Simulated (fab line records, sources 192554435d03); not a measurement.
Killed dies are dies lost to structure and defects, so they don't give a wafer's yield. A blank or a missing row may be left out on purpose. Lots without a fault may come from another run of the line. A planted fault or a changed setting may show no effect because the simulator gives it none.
Chamber matching | flow n5_finfet | N5_BEOL_M14_ETCH_67 on rie_diel-02: 4 sister chambers
The step etches SiARC in CF4, target depth 143 nm, time 238.3 s. 22 wafers are shown with their chamber, then 11 later ones without.

WAFERS WITH THEIR CHAMBER
wafer  | chamber | showerhead_plenum_p_Torr (Torr) | throttle_valve_pct (%) | drypump_motor_current_A (A)
L074.2 | 1       | 2.29                            | 15.32                  | 5.4
L074.3 | 2       | 2.27                            | 15.47                  | 5.4
L074.5 | 0       | 2.03                            | 15.74                  | 5.6
L081.1 | 0       | 2.03                            | 15.77                  | 5.6
L081.4 | 1       | 2.28                            | 15.34                  | 5.4
L081.6 | 0       | 2.03                            | 15.80                  | 5.6
L082.1 | 1       | 2.28                            | 15.36                  | 5.4
L082.2 | 2       | 2.26                            | 15.52                  | 5.5
L082.5 | 0       | 2.02                            | 15.79                  | 5.6
L083.2 | 1       | 2.28                            | 15.36                  | 5.3
L083.5 | 2       | 2.26                            | 15.54                  | 5.4
L083.6 | 1       | 2.28                            | 15.35                  | 5.4
L085.2 | 1       | 2.28                            | 15.36                  | 5.4
L085.3 | 3       | 2.28                            | 15.06                  | 6.5
L085.5 | 2       | 2.26                            | 15.52                  | 5.4
L087.1 | 3       | 2.28                            | 15.07                  | 6.5
L087.2 | 0       | 2.02                            | 15.80                  | 5.6
L087.3 | 2       | 2.25                            | 15.53                  | 5.4
L087.4 | 1       | 2.28                            | 15.37                  | 5.3
L087.5 | 3       | 2.28                            | 15.06                  | 6.6
L087.6 | 2       | 2.26                            | 15.54                  | 5.4
L089.1 | 3       | 2.28                            | 15.07                  | 6.6

SIGNATURES (means of the wafers above)
reading                  | chamber 0 | chamber 1 | chamber 2 | chamber 3 | scatter within a chamber
showerhead_plenum_p_Torr | 2.0260    | 2.2814    | 2.2600    | 2.2800    | 0.00475
throttle_valve_pct       | 15.7800   | 15.3514   | 15.5200   | 15.0650   | 0.0208
drypump_motor_current_A  | 5.600     | 5.371     | 5.417     | 6.550     | 0.0426
Rule: a wafer's distance from a chamber is the root of the sum, over the readings, of the square of ((its reading less the chamber's mean) divided by the reading's scatter). The wafer belongs to the nearest chamber; if the next one is less than 2 further off, it can't be placed. The scatter: the root of (the sum of the squares of (reading less its chamber's mean) over the shown wafers, divided by (wafers less chambers)).

WAFERS WITHOUT THEIR CHAMBER
wafer  | showerhead_plenum_p_Torr (Torr) | throttle_valve_pct (%) | drypump_motor_current_A (A)
L089.2 | 2.28                            | 15.38                  | 5.4
L089.5 | 2.02                            | 15.82                  | 5.6
L095.2 | 2.27                            | 15.33                  | 5.6
L095.3 | 2.25                            | 15.56                  | 5.4
L095.4 | 2.27                            | 15.39                  | 5.4
L094.2 | 2.27                            | 15.43                  | 5.4
L094.4 | 2.25                            | 15.56                  | 5.4
L094.5 | 2.27                            | 15.42                  | 5.4
L093.1 | 2.27                            | 15.42                  | 5.4
L093.4 | 2.27                            | 15.10                  | 6.5
L093.5 | 2.27                            | 15.36                  | 5.6

WHICH CHAMBER EACH WENT THROUGH
wafer  | from the rows above     | in truth
L089.2 | 1                       | 1
L089.5 | 0                       | 0
L095.2 | 1                       | 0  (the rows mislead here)
L095.3 | 2                       | 2
L095.4 | 1                       | 1
L094.2 | can't be placed: 1 or 2 | 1
L094.4 | 2                       | 2
L094.5 | can't be placed: 1 or 2 | 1
L093.1 | can't be placed: 1 or 2 | 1
L093.4 | 3                       | 3
L093.5 | 1                       | 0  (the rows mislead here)
Placed correctly: 6 of 11. Can't be placed from these rows: 3 (the true chamber is among the candidates in 3). Placed wrongly: 2.
